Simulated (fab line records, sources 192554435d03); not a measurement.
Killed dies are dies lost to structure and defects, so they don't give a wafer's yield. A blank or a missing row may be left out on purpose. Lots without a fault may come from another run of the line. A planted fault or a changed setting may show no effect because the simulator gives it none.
Which tool did it? | flow n5_finfet | 7 lots, 21 wafers sampled, at 6 steps of a route of 1938

WHAT THE GAUGES READ, wafer by wafer
N5_BEOL_M4_RC_MEAS_101. Usual: DIBL_N 36.0 mV/V, standard deviation 1.7; DIBL_P 36.0 mV/V, standard deviation 2; IOFF_N 0.156 nA/um, standard deviation 0.028; IOFF_P 0.21 nA/um, standard deviation 0.04; ION_N 673 uA/um, standard deviation 12; ION_P 463 uA/um, standard deviation 8.3; SS_N 71.4 mV/dec, standard deviation 0.6; SS_P 73.3 mV/dec, standard deviation 0.66; VT_N 250 mV, standard deviation 3; VT_P -250 mV, standard deviation 3.8.
lot  | measured     | on        | DIBL_N (mV/V)  | DIBL_P (mV/V)  | IOFF_N (nA/um)    | IOFF_P (nA/um) | ION_N (uA/um) | ION_P (uA/um) | SS_N (mV/dec)  | SS_P (mV/dec)  | VT_N (mV)   | VT_P (mV)      | flag
L979 | day 10 00:16 | prober-02 | 37.0 36.4 36.6 | 36.3 35.2 36.0 | 0.172 0.160 0.163 | 0.20 0.18 0.19 | 684 684 682   | 466 468 461   | 72.0 71.0 71.5 | 73.8 73.5 73.7 | 248 248 251 | -253 -253 -253 |
L981 | day 10 20:08 | prober-01 | 39.2 32.8 35.6 | 38.8 30.8 34.7 | 0.220 0.107 0.146 | 0.28 0.16 0.21 | 699 658 670   | 477 465 463   | 72.1 70.5 71.4 | 74.7 72.3 73.2 | 243 254 252 | -247 -252 -252 |
L986 | day 11 23:07 | prober-02 | 38.2 37.0 34.4 | 39.8 38.4 35.9 | 0.180 0.150 0.121 | 0.26 0.23 0.20 | 676 660 663   | 466 456 460   | 71.8 71.2 70.9 | 73.4 73.9 72.9 | 248 251 253 | -246 -247 -250 |
L991 | day 13 08:37 | prober-02 | 34.3 34.2 34.4 | 34.3 33.8 34.6 | 0.137 0.136 0.143 | 0.20 0.19 0.21 | 671 672 675   | 463 468 472   | 71.6 70.3 70.9 | 73.4 72.6 73.2 | 252 250 249 | -247 -249 -245 |
L992 | day 13 10:40 | prober-01 | 35.1 36.1 35.9 | 35.2 36.0 36.8 | 0.132 0.156 0.150 | 0.16 0.18 0.19 | 676 674 680   | 463 461 462   | 70.9 71.5 71.0 | 72.4 73.2 72.9 | 251 250 251 | -254 -256 -253 |
L990 | day 13 12:47 | prober-01 | 38.1 37.2 38.8 | 38.5 36.4 38.3 | 0.208 0.179 0.202 | 0.24 0.20 0.25 | 692 673 686   | 468 455 466   | 71.7 71.9 72.1 | 73.9 73.5 74.6 | 247 249 246 | -249 -254 -250 |
L993 | day 14 00:35 | prober-02 | 36.8 36.1 36.3 | 37.8 37.0 36.7 | 0.184 0.167 0.166 | 0.23 0.21 0.21 | 694 684 680   | 471 464 459   | 71.0 71.1 71.8 | 73.2 72.9 73.4 | 246 248 247 | -249 -251 -253 |

N5_BEOL_M6_CD_MEAS_28: target cd 40 nm. Usual: cd_nm 40.04 nm, standard deviation 0.23.
lot  | measured     | on        | cd_nm (nm)        | flag
L979 | day 10 21:02 | cd_sem-02 | 40.16 40.00 40.31 |
L981 | day 11 16:52 | cd_sem-03 | 40.05 40.07 40.02 |
L986 | day 13 00:08 | cd_sem-01 | 40.14 39.60 40.21 |
L991 | day 14 05:38 | cd_sem-02 | 39.67 40.04 39.91 |
L992 | day 14 03:52 | cd_sem-02 | 39.93 39.90 40.06 |
L990 | day 14 05:45 | cd_sem-02 | 40.30 40.15 40.46 |
L993 | day 14 20:20 | cd_sem-03 | 39.84 40.01 40.44 |

N5_BEOL_M15_RC_MEAS_101. Usual: COMB_M10 1.46e-11 S/m, standard deviation 2.8e-12; COMB_M11 1.5e-11 S/m, standard deviation 3e-12; COMB_M12 6.6e-12 S/m, standard deviation 1.4e-12; COMB_M13 5.1e-12 S/m, standard deviation 1.1e-12; COMB_M14 3.8e-12 S/m, standard deviation 7.8e-13; COMB_M15 2.8e-12 S/m, standard deviation 5.2e-13; COMB_M5 3.6e-11 S/m, standard deviation 6.8e-12; COMB_M5_max_site 5.1e-11 S/m, standard deviation 1.2e-11; COMB_M6 2.5e-11 S/m, standard deviation 5.8e-12; COMB_M6_max_site 3.6e-11 S/m, standard deviation 9e-12; COMB_M7 2.6e-11 S/m, standard deviation 5.5e-12; COMB_M8 2.6e-11 S/m, standard deviation 4.5e-12; COMB_M8_max_site 3.7e-11 S/m, standard deviation 7.6e-12; COMB_M9 1.46e-11 S/m, standard deviation 2.9e-12; SERP_M10 3.04 ohm/um, standard deviation 0.091; SERP_M11 3.09 ohm/um, standard deviation 0.094; SERP_M12 0.636 ohm/um, standard deviation 0.017; SERP_M13 0.311 ohm/um, standard deviation 0.0067; SERP_M14 0.158 ohm/um, standard deviation 0.0049; SERP_M5 38.7 ohm/um, standard deviation 1.7; SERP_M6 13.8 ohm/um, standard deviation 0.5; SERP_M7 13.8 ohm/um, standard deviation 0.57; SERP_M7_max_site 14.3 ohm/um, standard deviation 0.62; SERP_M8 13.6 ohm/um, standard deviation 0.5; SERP_M9 3.10 ohm/um, standard deviation 0.1.
lot  | measured     | on        | COMB_M10 (S/m)             | COMB_M11 (S/m)          | COMB_M12 (S/m)          | COMB_M13 (S/m)          | COMB_M14 (S/m)          | COMB_M15 (S/m)          | COMB_M5 (S/m)           | COMB_M5_max_site (S/m)  | COMB_M6 (S/m)           | COMB_M6_max_site (S/m)  | COMB_M7 (S/m)           | COMB_M8 (S/m)           | COMB_M8_max_site (S/m)  | COMB_M9 (S/m)              | SERP_M10 (ohm/um) | SERP_M11 (ohm/um) | SERP_M12 (ohm/um) | SERP_M13 (ohm/um) | SERP_M14 (ohm/um) | SERP_M5 (ohm/um) | SERP_M6 (ohm/um) | SERP_M7 (ohm/um) | SERP_M7_max_site (ohm/um) | SERP_M8 (ohm/um) | SERP_M9 (ohm/um) | flag
L979 | day 14 07:58 | prober-02 | 1.08e-11 1.13e-11 1.35e-11 | 1.3e-11 1.7e-11 1.5e-11 | 6.6e-12 8.5e-12 6.2e-12 | 4.8e-12 2.8e-12 3.6e-12 | 3.7e-12 4.4e-12 3.6e-12 | 1.9e-12 3e-12 3.3e-12   | 3e-11 3.2e-11 3.3e-11   | 3.6e-11 5.1e-11 4.8e-11 | 2.2e-11 5e-11 2.7e-11   | 2.9e-11 7.1e-11 3.7e-11 | 1.6e-11 3.2e-11 2.2e-11 | 3.7e-11 2.4e-11 2.8e-11 | 4.1e-11 2.8e-11 3.6e-11 | 1.58e-11 1.56e-11 1.6e-11  | 2.99 3.04 3.09    | 3.14 3.19 3.11    | 0.662 0.644 0.628 | 0.312 0.312 0.320 | 0.158 0.154 0.159 | 35.6 37.0 36.4   | 12.9 12.6 13.4   | 13.5 14.1 13.8   | 14.3 14.7 14.4            | 13.7 13.9 13.9   | 3.00 3.03 3.21   |
L981 | day 14 15:04 | prober-02 | 1.48e-11 1.49e-11 1.12e-11 | 1.2e-11 1.6e-11 1.7e-11 | 4.9e-12 6.5e-12 8.9e-12 | 6.2e-12 5.8e-12 7.8e-12 | 4e-12 6.1e-12 4.5e-12   | 2.4e-12 3e-12 3.9e-12   | 3.1e-11 3.7e-11 3e-11   | 4.7e-11 4.3e-11 4.2e-11 | 2.6e-11 2.1e-11 6e-11   | 3.9e-11 3e-11 8.7e-11   | 2.9e-11 2.5e-11 3.8e-11 | 2.4e-11 1.5e-11 2.3e-11 | 2.9e-11 1.9e-11 3.4e-11 | 1.84e-11 1.63e-11 1.46e-11 | 2.99 3.11 3.01    | 3.15 3.15 3.11    | 0.628 0.610 0.618 | 0.315 0.318 0.316 | 0.160 0.149 0.163 | 38.9 38.5 40.2   | 13.9 13.8 13.2   | 14.6 14.3 13.9   | 15.2 14.6 14.3            | 14.5 14.4 13.7   | 2.95 3.11 2.94   |
L986 | day 16 02:23 | prober-02 | 2.05e-11 1.59e-11 1.82e-11 | 1e-11 1.4e-11 1e-11     | 5e-12 6.6e-12 7.6e-12   | 4.3e-12 4.5e-12 3.5e-12 | 2.6e-12 3.8e-12 3.3e-12 | 2.1e-12 2.3e-12 2.1e-12 | 4.2e-11 3.4e-11 3.4e-11 | 6.3e-11 4.3e-11 5e-11   | 1.8e-11 1.9e-11 2.5e-11 | 2e-11 2.6e-11 3.1e-11   | 2.2e-11 2.6e-11 2.4e-11 | 2.9e-11 2e-11 2.8e-11   | 3.7e-11 2.2e-11 3.3e-11 | 1.05e-11 1.18e-11 1.56e-11 | 2.97 3.12 3.08    | 2.93 3.09 2.94    | 0.631 0.643 0.635 | 0.319 0.308 0.320 | 0.161 0.150 0.148 | 37.0 37.0 39.1   | 13.8 13.5 13.3   | 12.9 14.2 13.6   | 13.3 14.7 14.1            | 13.2 13.2 14.3   | 3.10 3.11 2.89   |
L991 | day 17 05:41 | prober-02 | 9.4e-12 1.09e-11 9.7e-12   | 1.5e-11 1.2e-11 1.4e-11 | 5.8e-12 4.9e-12 6e-12   | 6.3e-12 5.6e-12 5.5e-12 | 4e-12 3.4e-12 3.2e-12   | 2.3e-12 2.8e-12 2e-12   | 3.1e-11 3.8e-11 2.8e-11 | 3.6e-11 5.3e-11 3.6e-11 | 3.1e-11 2.2e-11 2.5e-11 | 3.7e-11 3.3e-11 3.2e-11 | 2.2e-11 1.9e-11 1.8e-11 | 2.4e-11 2e-11 2.4e-11   | 3.5e-11 2.6e-11 3.9e-11 | 1.09e-11 9.6e-12 1.08e-11  | 3.09 3.04 3.08    | 2.95 2.90 3.04    | 0.620 0.611 0.614 | 0.303 0.321 0.316 | 0.161 0.155 0.153 | 39.5 36.9 40.9   | 13.7 13.4 14.4   | 13.8 14.9 14.2   | 14.1 15.7 14.9            | 14.4 13.5 14.1   | 3.13 2.99 3.11   |
L992 | day 17 00:24 | prober-02 | 1.51e-11 1.33e-11 1.51e-11 | 1.6e-11 1.9e-11 1.2e-11 | 6.1e-12 4.7e-12 6.4e-12 | 3.2e-12 4.5e-12 4.2e-12 | 3.3e-12 3.6e-12 3.5e-12 | 3.6e-12 3.2e-12 2.2e-12 | 3.9e-11 4.9e-11 4.5e-11 | 6e-11 8.7e-11 5.4e-11   | 2.8e-11 2.2e-11 3.2e-11 | 6.2e-11 2.8e-11 4.2e-11 | 2.5e-11 2.1e-11 2.2e-11 | 2.6e-11 2.8e-11 3.6e-11 | 3.5e-11 4.8e-11 4.5e-11 | 1.29e-11 1.54e-11 1.2e-11  | 3.03 2.87 2.92    | 2.88 3.02 3.17    | 0.623 0.629 0.635 | 0.307 0.311 0.324 | 0.168 0.157 0.153 | 36.0 37.2 38.6   | 13.1 13.7 14.3   | 14.0 13.8 13.5   | 14.7 14.3 14.7            | 13.6 14.5 13.3   | 3.17 3.12 3.24   |
L990 | day 17 05:08 | prober-01 | 1.23e-11 1.66e-11 1.18e-11 | 1.2e-11 2e-11 1.8e-11   | 8.6e-12 6.6e-12 5.8e-12 | 4e-12 4.7e-12 6.1e-12   | 3.3e-12 3.7e-12 3.9e-12 | 2.3e-12 3.1e-12 2.2e-12 | 3.2e-11 4.2e-11 3.4e-11 | 6.1e-11 6.3e-11 4.8e-11 | 2.5e-11 2.6e-11 3.4e-11 | 3.3e-11 5.4e-11 5.5e-11 | 2.6e-11 3.6e-11 2.6e-11 | 2.2e-11 1.8e-11 2.2e-11 | 3.1e-11 3e-11 2.9e-11   | 1.02e-11 1.07e-11 1.35e-11 | 3.10 3.22 3.00    | 3.22 3.03 3.07    | 0.617 0.667 0.643 | 0.318 0.319 0.313 | 0.151 0.161 0.148 | 38.3 40.0 38.0   | 13.0 13.4 13.0   | 13.1 13.9 13.2   | 13.6 14.3 13.6            | 14.5 13.9 13.3   | 3.05 3.18 2.92   |
L993 | day 17 22:10 | prober-01 | 1.81e-11 1.79e-11 1.65e-11 | 1.9e-11 1.5e-11 1.7e-11 | 6.1e-12 7.9e-12 6e-12   | 3.6e-12 4.9e-12 5e-12   | 4.2e-12 3.5e-12 3.8e-12 | 2e-12 2.1e-12 2.8e-12   | 2.3e-11 3e-11 3.1e-11   | 3.9e-11 4.2e-11 3.7e-11 | 1.3e-11 2e-11 2.6e-11   | 2.1e-11 3.5e-11 3e-11   | 2.1e-11 2.7e-11 2.2e-11 | 3.1e-11 2.7e-11 3.1e-11 | 4.1e-11 4.2e-11 4.9e-11 | 8.8e-12 1.02e-11 1.44e-11  | 2.97 2.82 2.93    | 3.13 3.08 3.22    | 0.638 0.631 0.627 | 0.316 0.316 0.312 | 0.158 0.159 0.150 | 39.5 38.0 39.1   | 14.4 13.9 14.5   | 13.9 13.4 13.8   | 14.3 14.4 13.9            | 12.8 13.5 12.9   | 3.08 3.16 3.30   |

WHICH TOOL RAN EACH LOT (tool, then ch and the chambers of the sampled wafers, then the start)
lot  | N5_BEOL_M6_DESCUM_33               | N5_BEOL_M6_CURE_75            | N5_BEOL_M6_ALD_77
L979 | rie_diel-01 ch 0,2,3, day 10 21:13 | uv_cure-01 ch 1, day 10 21:50 | ald_metal-02 ch 0,1,3, day 10 22:24
L981 | rie_diel-01 ch 1,2, day 11 16:59   | uv_cure-03 ch 0, day 11 17:37 | ald_metal-02 ch 0,1,2, day 11 18:14
L986 | rie_diel-06 ch 1,2,3, day 13 00:24 | uv_cure-01 ch 0, day 13 01:07 | ald_metal-03 ch 0,2, day 13 02:34
L991 | rie_diel-06 ch 0,1,2, day 14 05:46 | uv_cure-01 ch 0, day 14 06:23 | ald_metal-02 ch 1,2,3, day 14 06:50
L992 | rie_diel-03 ch 1,2,3, day 14 03:59 | uv_cure-02 ch 0, day 14 04:43 | ald_metal-02 ch 1,2,3, day 14 05:25
L990 | rie_diel-01 ch 2,3, day 14 05:58   | uv_cure-02 ch 0, day 14 06:44 | ald_metal-02 ch 2,3, day 14 07:18
L993 | rie_diel-06 ch 1,2,3, day 14 20:28 | uv_cure-02 ch 0, day 14 21:06 | ald_metal-02 ch 1,2,3, day 14 21:34
- N5_BEOL_M6_DESCUM_33: chemistry O2, time 7 s.
- N5_BEOL_M6_CURE_75: cures SiCOH lowk, time 120 s.
- N5_BEOL_M6_ALD_77: deposits TaN, target thk 2 nm, pulse time 2 s, purge time 3 s.

WHAT THE TOOLS THEMSELVES READ (means of the sampled wafers that have a number; where no wafer has one, the mark that the record gives instead)
N5_BEOL_M6_DESCUM_33. Usual: drypump_motor_current_A 5.8 A, standard deviation 0.46; oes_product_au 0.85 a.u., standard deviation 0.079; rf_fwd_power_W 49.3 W, standard deviation 0.3; rf_vpp_V 243.3 V, standard deviation 1.2; showerhead_plenum_p_Torr 2.10 Torr, standard deviation 0.059; temp_c 40.00 C, standard deviation 0.1; throttle_valve_pct 20.35 %, standard deviation 0.21.
lot  | tool        | drypump_motor_current_A (A) | oes_product_au (a.u.) | rf_fwd_power_W (W) | rf_vpp_V (V) | showerhead_plenum_p_Torr (Torr) | temp_c (C) | throttle_valve_pct (%) | flag
L979 | rie_diel-01 | 5.8                         | 0.85                  | 49.4               | 242.4        | 2.09                            | 40.01      | 20.38                  |
L981 | rie_diel-01 | 6.0                         | 0.86                  | 48.9               | 243.3        | 2.08                            | 39.96      | 20.09                  |
L986 | rie_diel-06 | 5.8                         | 0.82                  | 49.3               | 243.5        | 2.14                            | 40.05      | 20.48                  |
L991 | rie_diel-06 | 5.5                         | 0.81                  | 49.1               | 244.6        | 2.16                            | 39.97      | 20.35                  |
L992 | rie_diel-03 | 5.7                         | 0.83                  | 49.2               | 242.0        | 2.05                            | 39.96      | 20.33                  |
L990 | rie_diel-01 | 5.4                         | 0.93                  | 49.4               | 242.7        | 2.05                            | 40.02      | 20.27                  |
L993 | rie_diel-06 | 5.7                         | 0.81                  | 49.2               | 243.7        | 2.13                            | 40.05      | 20.50                  |

N5_BEOL_M6_CURE_75. Usual: lamp_power_pct 52.31 %, standard deviation 0.055; wafer_temp_C_max 371.6, standard deviation 0.54.
lot  | tool       | lamp_power_pct (%) | wafer_temp_C_max | flag
L979 | uv_cure-01 | 52.30              | 371.0            |
L981 | uv_cure-03 | 52.29              | 371.5            |
L986 | uv_cure-01 | 52.33              | 371.7            |
L991 | uv_cure-01 | 52.32              | 372.0            |
L992 | uv_cure-02 | 52.33              | 371.3            |
L990 | uv_cure-02 | 52.31              | 371.3            |
L993 | uv_cure-02 | 52.32              | 371.6            |

N5_BEOL_M6_ALD_77. Usual: heater_power_w 406 W, standard deviation 34.
lot  | tool         | heater_power_w (W) | flag
L979 | ald_metal-02 | 393                |
L981 | ald_metal-02 | 406                |
L986 | ald_metal-03 | 391                |
L991 | ald_metal-02 | 406                |
L992 | ald_metal-02 | 407                |
L990 | ald_metal-02 | 409                |
L993 | ald_metal-02 | 401                |

THE ANSWER, worked out from the rows above alone
Rule: a lot is off if the mean of its wafers that have a number lies more than 3 standard deviations from the usual mean. A lot without any number at a reading at which 4 lots or more have one is off too. The other lots that the step has rows for count as sound. The gauges are gone through in route order, then the tools' own readings, and for those a lot's mean is taken as printed above. The first step at which some lot is off is used, and at that step the reading that is off furthest; a lot without a number counts as furthest.
No lot is off at any reading shown: from this, nothing can be told.

WHAT THE SIMULATOR HAD PUT IN
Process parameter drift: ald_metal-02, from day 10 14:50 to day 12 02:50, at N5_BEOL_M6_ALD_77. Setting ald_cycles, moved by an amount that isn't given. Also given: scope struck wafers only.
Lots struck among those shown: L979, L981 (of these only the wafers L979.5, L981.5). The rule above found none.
